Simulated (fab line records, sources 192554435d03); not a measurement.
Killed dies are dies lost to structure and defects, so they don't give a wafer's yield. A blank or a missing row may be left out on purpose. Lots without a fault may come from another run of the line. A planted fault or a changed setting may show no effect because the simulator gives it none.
A struck lot beside a sound one | flow n5_finfet | 17 steps out of a route of 1938
Sound: wafers L728.1, L728.2, L728.3. Struck: wafers L724.2, L724.3, L724.6. The cause comes at the end.
At each step with rows: each side's tool, then ch and its chambers, then its first start. Under that, the readings that differ: sound wafers | struck wafers | difference of the means | sigmas: that difference in standard deviations of wafers without a fault.
alike: readings whose means differ by less than 2 such deviations, and words and numbers that are the same on both sides. not compared: withheld readings, readings that some wafer has no value for, bounds like >300 that may hide the same value, and numbers for which the record gives no deviation and whose values overlap.
The two part at a step that has a row with sigmas, a row that says differs or no value, or rows on one side only. Numbers that don't overlap but have no deviation are shown without sigmas and don't part them. A reading that every wafer of one side lacks parts them only if that side has two wafers or more.

first, 10 steps without rows for these wafers: N5_FIN_SAQP_ETCH_67 (etches SiNx in CH3F/O2, target depth 30 nm); N5_FIN_SAQP_STRIP_70 (strips in N2/H2); N5_FIN_SAQP_RECESS_71 (chemistry HF/NH3, target SiO2, target depth 3 nm, afs cycles 1, sublimation time 60 s); N5_FIN_SAQP_SPACER2_ALD_28 (deposits SiO2, target thk 8.1 nm, pulse time 1 s, purge time 2 s); N5_FIN_SAQP_SPACER2_ETCHBACK_29 (etches SiO2 in CHF3/O2, target depth 12.2 nm, time 6.1 s); N5_FIN_SAQP_MANDREL2_REMOVE_60 (chemistry HBr/Cl2/O2, target a-Si, stops on SiNx, bt time 10 s); N5_FIN_SAQP_HM_OPEN_33 (chemistry CH3F/O2, target SiNx, target depth 49.4 nm, time 70.6 s); N5_FIN_SAQP_ETCH_34 (etches SiO2 in C4F6/O2, target depth 45 nm, time 15 s); N5_FIN_SAQP_STRIP_77 (strips in N2/H2, time 90 s); N5_FIN_SAQP_ETCH_64 (etches SiO2 in CF4, target depth 1.5 nm).
N5_FIN_SAQP_FIN_ETCH_36: etches the open film in HBr/Cl2/O2, target depth 120 nm, time 50.4 s.
  sound on rie_si-05 ch 1,2,3, day 7 12:09; struck on rie_si-05 ch 2,3, day 6 09:16
  no value came back on the struck wafers for any of 8 readings (HBr_flow_sccm (sccm), O2_flow_sccm (sccm) and others); on the sound wafers HBr_flow_sccm (sccm) reads 150.1 149.5 149.9
  reading                                      | sound        | struck     | difference | sigmas
  model.SiNx_of_FIN_SAQP_HM_DEP_03.thk_nm (nm) | 20 19.8 20.8 | 33 33 33.2 | +13        |
then, 1 step without rows for these wafers: N5_FIN_SAQP_PRECLEAN_38 (cleans in O3/DIW, time 45 s).
N5_FIN_SAQP_PRECLEAN_45: cleans in dHF, time 10 s.
  sound on wet_bench-04 ch 1,5,6, day 7 12:20; struck on wet_bench-04 ch 1,6,7, day 6 09:26
  reading                                      | sound          | struck     | difference | sigmas
  model.SiNx_of_FIN_SAQP_HM_DEP_03.thk_nm (nm) | 19.8 19.8 20.8 | 32.8 33 33 | +12.8      |
then, 1 step without rows for these wafers: N5_FIN_SAQP_SRD_39 (time 30 s).
N5_FIN_SAQP_OCD_MEAS_76:
  sound on ocd-01, day 7 12:22; struck on ocd-02, day 6 09:29
  reading              | sound             | struck  | difference | sigmas
  trench_depth_nm (nm) | 121.0 118.8 119.3 | 0 0.7 0 | -119       | -80
N5_BEOL_M4_RC_MEAS_101:
  the record has rows for the sound wafers here (prober-02 ch 0, day 13 20:23) and none for the struck ones
-- the record jumps here: 12 days lie between the struck wafers' starts before and after (it left off in module BEOL_M4 and takes up again in module PASSIVATION, whose first step shown is number 1936 of the route) --
N5_PASSIVATION_PROBE_49:
  sound on prober-01, day 18 14:13; struck on prober-01, day 18 02:17
  reading             | sound | struck         | difference | sigmas
  killed_at_M4_up     | 24    | 13 11 11       | -12        | -2
  killed_at_front_end | 43    | 1105 1136 1116 | +1076      | +98
  killed_dies         | 107   | 1180 1180 1180 | +1073      | +56
  killed_on_rim       | 14    | 152 152 152    | +138       | +35
  alike: killed_at_M0_to_M3, killed_at_contacts, killed_at_other, killed_open, killed_short

WHERE THEY PART
First at N5_FIN_SAQP_FIN_ETCH_36; last, within this record, at N5_PASSIVATION_PROBE_49.

WHY: what the simulator had put in
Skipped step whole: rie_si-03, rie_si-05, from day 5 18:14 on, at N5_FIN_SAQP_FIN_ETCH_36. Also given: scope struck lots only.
